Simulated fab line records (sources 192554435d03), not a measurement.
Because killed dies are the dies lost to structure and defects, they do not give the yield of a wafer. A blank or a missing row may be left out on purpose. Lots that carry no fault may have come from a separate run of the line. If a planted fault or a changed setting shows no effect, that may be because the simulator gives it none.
fab line records + flow n5-finfet + part 2 of 2: steps 5 to 6 of 6
[record]
- lots = 24
- wafers = 72
- last-day = 17
route steps=1938 shown BEOL_M4@1023 BEOL_M5@1135
lots that met no fault: taken from a fault-free run of the same line
start-h: start of the lot's first displayed wafer, in hours after the record's first day + wait-h: hours elapsed since this lot's preceding step + " repeats the value in the row above + L1.1+2: several wafers, shown together as one row + - no value, or no start given + * or withheld: withheld + < > ~ a bound
route shown NAME@n: a module of which the file shows steps, and the number in the route of the first + usual: average and standard deviation across the fault-free wafers + same: alike in all rows + chamber/n: place in a boat + sites: each site's reading + _std_site: how widely they spread, as a standard deviation + _edge_site: outer sites' mean less inner sites' + radius-mm: for every site, how far away it sits from the centre of the wafer + mask NAME#n: copy n + behind: the tool/chamber that last shaped the wafer + hold: the reason the lot was held/the length of the hold in hours/how it ended + device: transistor that didn't switch, given as n, p or np + end of line: at the end of the route, the tests of the same wafers + for a step that has no rows: nothing shown but its recipe + killed: at the first sort, the dies lost to defects and structure; wafer yield is something else + map: a wafer's dies, marking killed ones x, the rest . and places with no die _
set.NAME: the run value of the setting; set.NAME@STEP: its run value at that earlier step + model.NAME: the simulator's own value behind a step, which no gauge read
a sample of lots followed through the steps of the route, with each step as a table and each wafer as a row
services: when a tool's chamber went out of use (start-h, in hours from the record's first day, below 0 if earlier), for how many hours, and the reason
[[steps]]
[step N5_BEOL_M4_OVL_MEAS_29]
[recipe]
- points-per-wafer = 522
[usual]
- V3_OVL = 0.3/0.71
| lot.wafer | tool       | chamber | start-h | wait-h | V3_OVL[nm] |
|-----------|------------|---------|---------|--------|------------|
| L074.2    | overlay-01 | 0       | 161.92  | 0.0    | -0.4       |
| L074.5    | "          | 0       | "       | "      | 0.2        |
| L074.6    | "          | 0       | "       | "      | -0.1       |
| L077.1    | overlay-01 | 0       | 164.26  | 0.0    | 1.1        |
| L077.3    | "          | 0       | "       | "      | 1.2        |
| L077.5    | "          | 0       | "       | "      | 1.2        |
| L075.3    | overlay-01 | 0       | 165.58  | 0.0    | -0.4       |
| L075.4    | "          | 0       | "       | "      | -0.2       |
| L075.5    | "          | 0       | "       | "      | -0.2       |
| L076.2    | overlay-02 | 0       | 169.25  | 0.0    | 0.9        |
| L076.4    | "          | 0       | "       | "      | 0.9        |
| L076.6    | "          | 0       | "       | "      | 1.2        |
| L079.1    | overlay-01 | 0       | 192.02  | 0.0    | 1.5        |
| L079.4    | "          | 0       | "       | "      | 0.6        |
| L079.6    | "          | 0       | "       | "      | 0.3        |
| L080.1    | overlay-01 | 0       | 195.59  | 0.0    | 0.8        |
| L080.3    | "          | 0       | "       | "      | 1.0        |
| L080.6    | "          | 0       | "       | "      | -1.1       |
| L078.1    | overlay-01 | 0       | 196.10  | 0.0    | 0.5        |
| L078.3    | "          | 0       | "       | "      | 1.8        |
| L078.6    | "          | 0       | "       | "      | -0.5       |
| L081.1    | overlay-01 | 0       | 197.93  | 0.0    | -0.5       |
| L081.4    | "          | 0       | "       | "      | 1.3        |
| L081.6    | "          | 0       | "       | "      | 1.4        |
| L082.1    | overlay-01 | 0       | 199.56  | 0.0    | -0.5       |
| L082.4    | "          | 0       | "       | "      | -0.6       |
| L082.6    | "          | 0       | "       | "      | -0.1       |
| L083.1    | overlay-02 | 0       | 205.00  | 0.0    | 0.9        |
| L083.2    | "          | 0       | "       | "      | -1.3       |
| L083.4    | "          | 0       | "       | "      | -0.5       |
| L084.3    | overlay-02 | 0       | 207.16  | 0.0    | 1.6        |
| L084.5    | "          | 0       | "       | "      | 1.9        |
| L084.6    | "          | 0       | "       | "      | 0.6        |
| L085.2    | overlay-02 | 0       | 226.61  | 0.0    | 0.0        |
| L085.4    | "          | 0       | "       | "      | 0.8        |
| L085.6    | "          | 0       | "       | "      | 0.5        |
| L086.1    | overlay-02 | 0       | 231.14  | 0.0    | -0.2       |
| L086.2    | "          | 0       | "       | "      | 0.1        |
| L086.4    | "          | 0       | "       | "      | 0.6        |
| L087.2    | overlay-02 | 0       | 238.96  | 0.0    | 1.0        |
| L087.5    | "          | 0       | "       | "      | -0.6       |
| L087.6    | "          | 0       | "       | "      | -0.2       |
| L088.2    | overlay-02 | 0       | 245.07  | 0.0    | -1.0       |
| L088.3    | "          | 0       | "       | "      | 0.6        |
| L088.5    | "          | 0       | "       | "      | -0.3       |
| L090.1    | overlay-02 | 0       | 249.29  | 0.0    | 0.3        |
| L090.3    | "          | 0       | "       | "      | 0.0        |
| L090.6    | "          | 0       | "       | "      | 0.6        |
| L089.2    | overlay-02 | 0       | 256.83  | 0.0    | -0.7       |
| L089.3    | "          | 0       | "       | "      | 0.8        |
| L089.6    | "          | 0       | "       | "      | -0.7       |
| L091.4    | overlay-01 | 0       | 260.07  | 0.0    | 0.6        |
| L091.5    | "          | 0       | "       | "      | 0.9        |
| L091.6    | "          | 0       | "       | "      | 0.8        |
| L092.1    | overlay-02 | 0       | 260.77  | 0.0    | 1.5        |
| L092.4    | "          | 0       | "       | "      | -0.8       |
| L092.6    | "          | 0       | "       | "      | -0.3       |
| L093.1    | overlay-01 | 0       | 273.32  | 0.0    | -0.8       |
| L093.4    | "          | 0       | "       | "      | -0.4       |
| L093.5    | "          | 0       | "       | "      | -0.8       |
| L094.2    | overlay-02 | 0       | 278.97  | 0.0    | -1.1       |
| L094.3    | "          | 0       | "       | "      | 0.4        |
| L094.4    | "          | 0       | "       | "      | -0.2       |
| L095.1    | overlay-02 | 0       | 284.11  | 0.0    | 0.2        |
| L095.3    | "          | 0       | "       | "      | 0.5        |
| L095.4    | "          | 0       | "       | "      | 0.4        |
| L096.2    | overlay-02 | 0       | 292.03  | 0.0    | 1.1        |
| L096.3    | "          | 0       | "       | "      | 0.4        |
| L096.6    | "          | 0       | "       | "      | 1.5        |
| L097.1    | overlay-02 | 0       | 298.04  | 0.0    | 0.1        |
| L097.4    | "          | 0       | "       | "      | 0.6        |
| L097.5    | "          | 0       | "       | "      | 0.7        |
[step N5_BEOL_M5_STRIP_64]
[recipe]
- chemistry = CF4
- resist = SiARC
- power-w = 300
- bias-power-w = 75
- pressure-mtorr = 50
- cf4-flow-sccm = 150
- rf-frequency-hz = 6e+07
[usual]
- drypump-motor-current-A = 5.6/0.57
- oes-product-au = 0.79/0.091
- rf-vpp-V = 271.5/1.7
- showerhead-plenum-p-Torr = 1.81/0.066
- throttle-valve-pct = 13.51/0.23
| lot.wafer | tool        | chamber | start-h | wait-h | drypump-motor-current-A | oes-product-au | rf-hours-counter-h | rf-vpp-V | showerhead-plenum-p-Torr | throttle-valve-pct |
|-----------|-------------|---------|---------|--------|-------------------------|----------------|--------------------|----------|--------------------------|--------------------|
| L074.2    | rie-diel-05 | 0       | 170.45  | 0.0    | 4.7                     | 0.87           | 35                 | 270.0    | 1.75                     | 13.30              |
| L074.5    | "           | 2       | "       | "      | 6.2                     | 0.72           | -                  | 269.9    | 1.72                     | 13.71              |
| L074.6    | "           | 3       | "       | "      | 6.7                     | 0.77           | -                  | 270.6    | 1.72                     | 13.61              |
| L077.1    | rie-diel-03 | 0       | 175.67  | 0.0    | 5.4                     | 0.70           | 227                | 272.8    | 1.85                     | 13.62              |
| L077.3    | "           | 3       | "       | "      | 5.2                     | 0.76           | 123                | 267.7    | 1.68                     | 13.47              |
| L077.5    | "           | 0       | "       | "      | 5.4                     | 0.70           | -                  | 271.6    | 1.85                     | 13.62              |
| L075.3    | rie-diel-01 | 1       | 175.90  | 0.0    | 5.8                     | 0.90           | 28                 | 273.0    | 1.89                     | 13.29              |
| L075.4    | "           | 1       | "       | "      | 5.8                     | 0.89           | -                  | 272.9    | 1.89                     | 13.30              |
| L075.5    | "           | 3       | "       | "      | 4.9                     | 0.68           | -                  | 273.3    | 1.84                     | 13.69              |
| L076.2    | rie-diel-01 | 2       | 180.74  | 0.0    | 6.3                     | 0.73           | 184                | 273.6    | 1.85                     | 13.89              |
| L076.4    | "           | 1       | "       | "      | 5.8                     | 0.89           | -                  | 274.9    | 1.89                     | 13.30              |
| L076.6    | "           | 0       | "       | "      | 6.0                     | 0.68           | -                  | 272.7    | 1.84                     | 13.85              |
| L079.1    | rie-diel-03 | 2       | 202.44  | 0.0    | 5.1                     | 0.74           | 157                | 271.1    | 1.86                     | 13.52              |
| L079.4    | "           | 1       | "       | "      | 5.4                     | 0.73           | 180                | 271.3    | 1.85                     | 13.48              |
| L079.6    | "           | 1       | "       | "      | 5.4                     | 0.73           | -                  | 272.0    | 1.85                     | 13.50              |
| L080.1    | rie-diel-03 | 2       | 204.32  | 0.0    | 5.1                     | 0.74           | 158                | 271.2    | 1.86                     | 13.52              |
| L080.3    | "           | 0       | "       | "      | 5.3                     | 0.70           | 234                | 271.4    | 1.85                     | 13.63              |
| L080.6    | "           | 2       | "       | "      | 5.1                     | 0.74           | -                  | 272.7    | 1.86                     | 13.55              |
| L078.1    | rie-diel-03 | 0       | 206.40  | 0.0    | 5.3                     | 0.69           | 235                | 272.9    | 1.85                     | 13.64              |
| L078.3    | "           | 2       | "       | "      | 5.1                     | 0.74           | 158                | 271.2    | 1.86                     | 13.53              |
| L078.6    | "           | 2       | "       | "      | 5.1                     | 0.74           | -                  | 273.3    | 1.86                     | 13.52              |
| L081.1    | rie-diel-01 | 2       | 211.54  | 0.0    | 6.3                     | 0.73           | 194                | 270.9    | 1.85                     | 13.91              |
| L081.4    | "           | 1       | "       | "      | 5.8                     | 0.88           | -                  | 272.3    | 1.89                     | 13.32              |
| L081.6    | "           | 3       | "       | "      | 4.9                     | 0.93           | -                  | 272.3    | 1.84                     | 13.15              |
| L082.1    | rie-diel-03 | 1       | 211.88  | 0.0    | 5.5                     | 0.73           | 183                | 272.6    | 1.85                     | 13.49              |
| L082.4    | "           | 3       | "       | "      | 5.2                     | 0.75           | 133                | 267.8    | 1.67                     | 13.50              |
| L082.6    | "           | 1       | "       | "      | 5.5                     | 0.73           | -                  | 272.4    | 1.85                     | 13.49              |
| L083.1    | rie-diel-01 | 1       | 214.10  | 0.0    | 5.8                     | 0.88           | 43                 | 274.4    | 1.89                     | 13.32              |
| L083.2    | "           | 2       | "       | "      | 6.3                     | 0.72           | 195                | 272.8    | 1.85                     | 13.92              |
| L083.4    | "           | 1       | "       | "      | 5.8                     | 0.88           | -                  | 274.0    | 1.89                     | 13.32              |
| L084.3    | rie-diel-05 | 0       | 218.17  | 0.0    | 4.7                     | 0.84           | 51                 | 270.1    | 1.75                     | 13.34              |
| L084.5    | "           | 2       | "       | "      | 6.2                     | 0.70           | -                  | 268.3    | 1.71                     | 13.75              |
| L084.6    | "           | 1       | "       | "      | 6.0                     | 0.94           | -                  | 270.2    | 1.76                     | 13.37              |
| L085.2    | rie-diel-01 | 3       | 237.55  | 0.0    | 4.9                     | 0.91           | 13                 | 272.0    | 1.83                     | 13.16              |
| L085.4    | "           | 0       | "       | "      | 6.0                     | 0.97           | 4                  | 271.8    | 1.83                     | 13.30              |
| L085.6    | "           | 1       | "       | "      | 5.8                     | 0.87           | -                  | 273.2    | 1.89                     | 13.34              |
| L086.1    | rie-diel-01 | 1       | 239.97  | 0.0    | 5.8                     | 0.87           | 52                 | 270.7    | 1.89                     | 13.34              |
| L086.2    | "           | 2       | "       | "      | 6.4                     | 0.72           | 204                | 273.4    | 1.85                     | 13.94              |
| L086.4    | "           | 0       | "       | "      | 6.0                     | 0.97           | 5                  | 273.2    | 1.83                     | 13.33              |
| L087.2    | rie-diel-01 | 1       | 251.79  | 0.0    | 5.8                     | 0.86           | 56                 | 273.2    | 1.89                     | 13.35              |
| L087.5    | "           | 0       | "       | "      | 6.0                     | 0.95           | -                  | 271.6    | 1.83                     | 13.33              |
| L087.6    | "           | 1       | "       | "      | 5.8                     | 0.86           | -                  | 274.7    | 1.89                     | 13.36              |
| L088.2    | rie-diel-01 | 0       | 254.95  | 0.0    | 6.0                     | 0.95           | 10                 | 273.0    | 1.83                     | 13.32              |
| L088.3    | "           | 1       | "       | "      | 5.8                     | 0.86           | 57                 | 272.1    | 1.89                     | 13.35              |
| L088.5    | "           | 3       | "       | "      | 4.9                     | 0.90           | -                  | 274.4    | 1.83                     | 13.17              |
| L090.1    | rie-diel-05 | 3       | 260.25  | 0.0    | 6.8                     | 0.74           | 171                | 269.0    | 1.72                     | 13.67              |
| L090.3    | "           | 1       | "       | "      | 6.0                     | 0.91           | 17                 | 271.6    | 1.76                     | 13.40              |
| L090.6    | "           | 1       | "       | "      | 6.0                     | 0.90           | -                  | 272.5    | 1.76                     | 13.41              |
| L089.2    | rie-diel-05 | 1       | 266.94  | 0.0    | 6.0                     | 0.90           | 19                 | 271.2    | 1.76                     | 13.41              |
| L089.3    | "           | 3       | "       | "      | 6.8                     | 0.74           | 172                | 269.8    | 1.72                     | 13.68              |
| L089.6    | "           | 3       | "       | "      | 6.8                     | 0.74           | -                  | 269.3    | 1.72                     | 13.68              |
| L091.4    | rie-diel-01 | 0       | 272.78  | 0.0    | 6.0                     | 0.93           | 16                 | 272.4    | 1.83                     | 13.34              |
| L091.5    | "           | 2       | "       | "      | 6.3                     | 0.72           | -                  | 271.7    | 1.84                     | 13.97              |
| L091.6    | "           | 1       | "       | "      | 5.8                     | 0.85           | -                  | 271.1    | 1.88                     | 13.36              |
| L092.1    | rie-diel-03 | 1       | 275.24  | 0.0    | 5.5                     | 0.72           | 205                | 272.2    | 1.84                     | 13.54              |
| L092.4    | "           | 1       | "       | "      | 5.5                     | 0.71           | -                  | 271.7    | 1.84                     | 13.53              |
| L092.6    | "           | 2       | "       | "      | 5.1                     | 0.73           | -                  | 271.4    | 1.85                     | 13.56              |
| L093.1    | rie-diel-03 | 3       | 283.97  | 0.0    | 5.2                     | 0.73           | 159                | 267.5    | 1.67                     | 13.53              |
| L093.4    | "           | 1       | "       | "      | 5.4                     | 0.70           | 209                | 271.8    | 1.84                     | 13.55              |
| L093.5    | "           | 2       | "       | "      | 5.2                     | 0.72           | -                  | 273.2    | 1.85                     | 13.59              |
| L094.2    | rie-diel-01 | 0       | 290.89  | 0.0    | 6.0                     | 0.92           | 23                 | 271.4    | 1.83                     | 13.35              |
| L094.3    | "           | 3       | "       | "      | 4.8                     | 0.87           | 31                 | 271.0    | 1.83                     | 13.20              |
| L094.4    | "           | 2       | "       | "      | 6.4                     | 0.71           | 212                | 270.6    | 1.84                     | 13.96              |
| L095.1    | rie-diel-05 | 0       | 292.58  | 0.0    | 4.7                     | 0.82           | 74                 | 270.5    | 1.74                     | 13.40              |
| L095.3    | "           | 1       | "       | "      | 6.0                     | 0.88           | 27                 | 270.9    | 1.76                     | 13.41              |
| L095.4    | "           | 3       | "       | "      | 6.8                     | 0.73           | 181                | 268.0    | 1.71                     | 13.70              |
| L096.2    | rie-diel-03 | 3       | 304.08  | 0.0    | 5.2                     | 0.73           | 166                | 268.8    | 1.66                     | 13.56              |
| L096.3    | "           | 2       | "       | "      | 5.1                     | 0.71           | 188                | 271.2    | 1.85                     | 13.61              |
| L096.6    | "           | 0       | "       | "      | 5.4                     | 0.93           | -                  | 272.1    | 1.84                     | 13.12              |
| L097.1    | rie-diel-01 | 0       | 309.47  | 0.0    | 6.0                     | 0.91           | 29                 | 269.9    | 1.83                     | 13.38              |
| L097.4    | "           | 3       | "       | "      | 4.9                     | 0.86           | 38                 | 271.7    | 1.83                     | 13.20              |
| L097.5    | "           | 3       | "       | "      | 4.9                     | 0.86           | -                  | 272.2    | 1.83                     | 13.23              |
[[services]]
| tool        | chamber | start-h | hours | kind                          |
|-------------|---------|---------|-------|-------------------------------|
| rie-diel-03 | -       | 137.82  | 2.8   | pm                            |
| rie-diel-04 | 1       | 151.30  | -     | clean                         |
| rie-diel-04 | 1       | 151.30  | -     | consumable-replace:focus-ring |
| rie-diel-06 | 2       | 154.30  | 2.7   | repair                        |
| rie-diel-01 | 0       | 171.33  | 5.5   | repair                        |
| pecvd-03    | -       | 182.57  | 0.5   | repair                        |
| pecvd-02    | -       | 184.46  | 1.2   | repair                        |
| rie-diel-02 | -       | 187.98  | 14.6  | pm                            |
| rie-diel-01 | -       | 202.49  | 2.8   | pm                            |
| rie-diel-04 | 1       | 209.25  | 5.5   | repair                        |
| rie-diel-04 | 0       | 234.06  | 1.5   | repair                        |
| rie-diel-01 | 2       | 247.19  | 13.3  | repair                        |
| rie-diel-03 | 2       | 251.67  | 11.3  | repair                        |
| rie-diel-02 | 3       | 252.44  | -     | clean                         |
| rie-diel-02 | 3       | 252.44  | -     | consumable-replace:focus-ring |
| rie-diel-02 | 3       | 252.44  | 23.4  | scheduled-down                |
| rie-diel-02 | 3       | 252.44  | 23.4  | vent-cycle                    |
| pecvd-03    | 0       | 267.79  | 5.5   | scheduled-down                |
| rie-diel-01 | 2       | 276.08  | 10.4  | repair                        |
| rie-diel-02 | 1       | 284.06  | -     | clean                         |
| rie-diel-02 | 1       | 284.06  | -     | consumable-replace:focus-ring |
| rie-diel-02 | 1       | 284.06  | 13.9  | scheduled-down                |
| rie-diel-02 | 1       | 284.06  | 13.9  | vent-cycle                    |
| rie-diel-03 | 1       | 291.76  | 7.9   | repair                        |
